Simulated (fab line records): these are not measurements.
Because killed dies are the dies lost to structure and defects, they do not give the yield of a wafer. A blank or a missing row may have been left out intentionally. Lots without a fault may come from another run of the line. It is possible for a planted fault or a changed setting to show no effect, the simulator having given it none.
Struck lot and sound lot, side by side | flow n5_finfet | 16 out of 1938 route steps
Sound: wafers L999.2, L999.3, L999.5. Wafers struck: L108.2, L108.4, L108.5. The cause comes at the end.
At each step with rows: each side's tool, then ch and its chambers, then its first start. Under that, the readings that differ: sound wafers | struck wafers | difference of the means | sigmas: that difference in standard deviations of wafers without a fault.
alike: words and numbers the same on both sides, and readings whose means are apart by under 2 such deviations; not compared: readings that were withheld, readings missing a value for some wafer, numbers with overlapping values and no deviation given by the record, and bounds like >300 which may hide the same value.
A row with sigmas, a row that says differs or no value, or rows on one side alone: a step with any of these is where the two part. Numbers that have no deviation but don't overlap get no sigmas and don't part them. Lack of a reading on every wafer of one side parts them only where that side has two or more wafers.

first, 5 steps without rows for these wafers: N5_BEOL_M3_SPUTTER_81 (material Cu, target thk 4.5 nm, time 8.29 s); N5_BEOL_M3_ANNEAL_82 (time 240 s); N5_BEOL_M3_SPUTTER_86 (material Cu, target thk 4.5 nm, time 8.29 s); N5_BEOL_M3_ANNEAL_87 (time 240 s); N5_BEOL_M3_SPUTTER_88 (material Cu, target thk 4.5 nm, time 8.29 s).
N5_BEOL_M3_ANNEAL_89: time 240 s.
  sound on pvd_sputter-01, day 8 23:49; struck on pvd_sputter-01, day 11 04:47
  alike: heater_power_w
N5_BEOL_M3_SPUTTER_90: material Cu, target thk 4.5 nm, time 8.29 s.
  sound on pvd_sputter-01, day 8 23:58; struck on pvd_sputter-01, day 11 04:56
  alike: chamber_pressure_pa, chuck_gas_flow_sccm, throttle_valve_pct
then, 1 step without rows for these wafers: N5_BEOL_M3_ANNEAL_91 (time 240 s).
N5_BEOL_M3_SPUTTER_92: material Cu, target thk 4.5 nm, time 8.29 s.
  sound on pvd_sputter-01, day 9 00:11; struck on pvd_sputter-01, day 11 05:09
  alike: chamber_pressure_pa, chuck_gas_flow_sccm, throttle_valve_pct
N5_BEOL_M3_ANNEAL_93: time 240 s.
  sound on pvd_sputter-01, day 9 00:16; struck on pvd_sputter-01, day 11 05:14
  alike: heater_power_w
N5_BEOL_M3_SPUTTER_94: material Cu, target thk 4.5 nm, time 8.29 s.
  sound on pvd_sputter-01, day 9 00:24; struck on pvd_sputter-01, day 11 05:22
  alike: chamber_pressure_pa, chuck_gas_flow_sccm, throttle_valve_pct
then, 1 step without rows for these wafers: N5_BEOL_M3_ANNEAL_95 (time 240 s).
N5_BEOL_M3_SPUTTER_96: material Cu, target thk 4.5 nm, time 8.29 s.
  sound on pvd_sputter-01, day 9 00:37; struck on pvd_sputter-01, day 11 05:35
  no value came back on the struck wafers for chamber_pressure_pa (Pa), chuck_gas_flow_sccm (sccm), throttle_valve_pct (%); on the sound wafers chamber_pressure_pa (Pa) reads 0.07013 0.07022 0.07009
then, 1 step without rows for these wafers: N5_BEOL_M3_ECD_50 (material Cu, target thk 300 nm).
N5_BEOL_M4_RC_MEAS_101:
  sound on prober-01 ch 0, day 9 13:55; struck on prober-01 ch 0, day 11 15:47
  alike: DIBL_N, DIBL_P, IOFF_N, IOFF_P, ION_N, ION_P, SS_N, SS_P, VT_N, VT_P
-- the record jumps here: 4 days lie between the struck wafers' starts before and after (it left off in module BEOL_M4 and takes up again in module PASSIVATION, whose first step shown is number 1936 of the route) --
N5_PASSIVATION_PROBE_49:
  sound on prober-01, day 13 20:35; struck on prober-02, day 15 15:59
  alike: defect_limited_yield, killed_at_M0_to_M3, killed_at_M4_up, killed_at_contacts, killed_at_front_end, killed_at_other, killed_dies, killed_open, killed_short, sort_bin_5_function, sort_bin_6_memory, sort_n_pass, sort_yield_pct

WHERE THEY PART
Only at N5_BEOL_M3_SPUTTER_96, as far as this record shows. Later steps at which nothing parts them and some readings are alike: N5_BEOL_M4_RC_MEAS_101, N5_PASSIVATION_PROBE_49.

WHY: whatever the simulator had introduced
Skipped step whole: pvd_sputter-01, from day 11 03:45 on, at N5_BEOL_M3_SPUTTER_96. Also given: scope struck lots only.
